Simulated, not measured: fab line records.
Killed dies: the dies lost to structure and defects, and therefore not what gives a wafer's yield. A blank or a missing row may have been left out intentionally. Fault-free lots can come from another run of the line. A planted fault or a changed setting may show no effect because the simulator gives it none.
The same fault as seen by 2 desks | flow n5-finfet | each desk has only its own numbers; what lay behind them comes last

## FROM THE METROLOGY DESK
Lot by lot, what the gauges showed, no matter which tool ran the lot: averages of those sampled wafers that carry a number. Any lot whose mean is over 4 standard deviations away from the usual mean is out of limits and marked OUT; that distance is given in the brackets.
Columns: A = trench-depth-nm at N5_BEOL_M12_OCD_MEAS_35, usual 319 nm
lot  | first seen here | A
L424 | day 11 15:24    | 321
L427 | day 12 09:08    | 316
L433 | day 13 13:33    | 320
L434 | day 14 05:29    | 319
L442 | day 15 22:32    | 316
L445 | day 17 02:16    | 325
This desk's verdict: no lot among the 6 shows anything out of limits.

## THE TOOL OWNER'S DESK: pvd-sputter-03
The tool's own readings at N5_BEOL_M12_SPUTTER_43 (material TaN, target thk 15 nm, time 24.19 s): means of the sampled wafers that have a number, for each lot that ran on this tool. Any lot whose mean is over 4 standard deviations away from the usual mean is out of limits and marked OUT; that distance is given in the brackets.
Columns: A = cathode-dc-power-W at N5_BEOL_M12_SPUTTER_43, usual 15000 W; B = throttle-valve-pct at N5_BEOL_M12_SPUTTER_43, usual 30.1 %
lot  | first seen here | A                       | B
L433 | day 13 17:12    | 14998                   | 30.5
L442 | day 16 05:40    | 15848 (+99 or more) OUT | 31.3
L445 | day 17 04:38    | 15849 (+99 or more) OUT | 30.0
Finding of this desk: L442, L445 out of limits; the first was L442 at day 16 05:40, on cathode-dc-power-W at N5_BEOL_M12_SPUTTER_43. In limits: L433.

## BROUGHT TOGETHER
On L442, L445, at day 16 05:40, an alarm was possible from the tool owner's desk.
Nothing out of limits was seen by the metrology desk.
The metrology desk holds a record of L442, L445, inside its limits.
All the named lots went through N5_BEOL_M12_SPUTTER_43 on pvd-sputter-03.

## WHAT THE SIMULATOR HAD INSERTED
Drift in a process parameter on pvd-sputter-03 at N5_BEOL_M12_SPUTTER_43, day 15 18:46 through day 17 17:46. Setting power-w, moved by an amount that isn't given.
Lots struck among those shown: L442, L445.
Time in hours from fault onset to the first out-of-limits reading at each desk: the tool owner's desk, 11.
